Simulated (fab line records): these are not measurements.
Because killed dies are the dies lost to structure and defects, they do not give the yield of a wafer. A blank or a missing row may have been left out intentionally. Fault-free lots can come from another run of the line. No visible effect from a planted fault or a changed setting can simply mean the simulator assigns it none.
Split-lot study    flow n5_finfet    21 wafers read from 7 lots, route of 1938 steps

SPLIT DETAILS
At N5_BEOL_M5_ETCH_41 (etches SiCN in CH3F/O2, target depth 31.5 nm, time 56.7 s), the setting source_w was moved away from the recipe's 395 W on 10 of the 21 wafers read, by -16.0% to +8.0%. All remaining wafers had this setting at the recipe value.

The reading comes from the split's own step.

THE READING
rf_vpp_V, in V, at N5_BEOL_M5_ETCH_41 (etches SiCN in CH3F/O2, target depth 31.5 nm, time 56.7 s). Typical for fault-free wafers on this fab line: 297.5 V, with standard deviation 1.7 V.

wafer   tool, chamber at the split  source_w as run, W  against the recipe  rf_vpp_V, V  against lot-mates on the recipe
L079.3  rie_diel-01, 3              364.9               -7.6%               306.7        +11.1
L079.5  rie_diel-01, 0              395                 recipe              295.5        -
L079.6  rie_diel-01, 1              395                 recipe              295.7        -
L086.2  rie_diel-06, 2              359.9               -8.9%               308.3        no lot-mate on the recipe
L086.3  rie_diel-06, 3              359.9               -8.9%               306.4        no lot-mate on the recipe
L086.6  rie_diel-06, 1              359.9               -8.9%               308.2        no lot-mate on the recipe
L088.2  rie_diel-01, 3              395                 recipe              300.4        -
L088.4  rie_diel-01, 2              395                 recipe              298.9        -
L088.6  rie_diel-01, 0              395                 recipe              296.3        -
L091.1  rie_diel-02, 2              395                 recipe              296.0        -
L091.4  rie_diel-02, 1              335.8               -15.0%              313.1        +17.1
L091.6  rie_diel-02, 2              335.8               -15.0%              312.8        +16.8
L092.1  rie_diel-02, 3              395                 recipe              298.5        -
L092.3  rie_diel-02, 2              331.8               -16.0%              313.7        +15.8
L092.6  rie_diel-02, 3              395                 recipe              297.3        -
L095.2  rie_diel-01, 3              395                 recipe              298.2        -
L095.4  rie_diel-01, 0              426.7               +8.0%               289.2        -9.0
L095.5  rie_diel-01, 0              426.7               +8.0%               287.9        -10.3
L097.3  rie_diel-02, 1              395                 recipe              295.9        -
L097.4  rie_diel-02, 2              395                 recipe              295.5        -
L097.5  rie_diel-02, 3              371.8               -5.9%               304.2        +8.5

FIT RESULTS
A straight line over all 21 wafers: rf_vpp_V changes by -1.08 V for each +1% of source_w; r = -0.98; the points scatter about the line by 1.4 V.
The same after taking each lot's own level away (the mean of its wafers on the recipe; 18 wafers): -1.13 V for each +1%; r = -0.99; scatter 1.3 V.
Per that fit: largest source_w move, reading shift of 18 V.
The span of the lots' own levels, 295.60 to 298.53 V, comes to 1.7 times the standard deviation stated above.
Hence the lot-to-lot level has little effect on the slope; both slopes agree.
Check: for one of the wafers moved furthest among these (-16.0%), held out of the fit, the line's prediction against its lot-mates is +19.1 V. It came out at +15.8 V against them.
Tool readings at the split's step, against how far the setting was moved: rf_vpp_V r = -0.98.

OTHER SPLITS APPLIED TO THESE WAFERS
Before the reading, these wafers also passed through other splits. Each is held against what the fit with the lots' levels taken away leaves over:
other split on the same wafers    wafers away from the commonest value  r with rf_vpp_V (lot level and that fit taken away)
N5_BEOL_M3_EXPOSE_08 dose_mj      7                                     +0.17
N5_BEOL_M3_DEP_57 time_s          9                                     +0.21
N5_BEOL_M4_COAT_73 spin_rpm       5                                     +0.20
N5_BEOL_M5_TRENCH_ETCH_37 bias_w  5                                     +0.24

THE FILE'S OWN FIT
rf_vpp_V changes by -1.13 V for each +1% of source_w, r = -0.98.
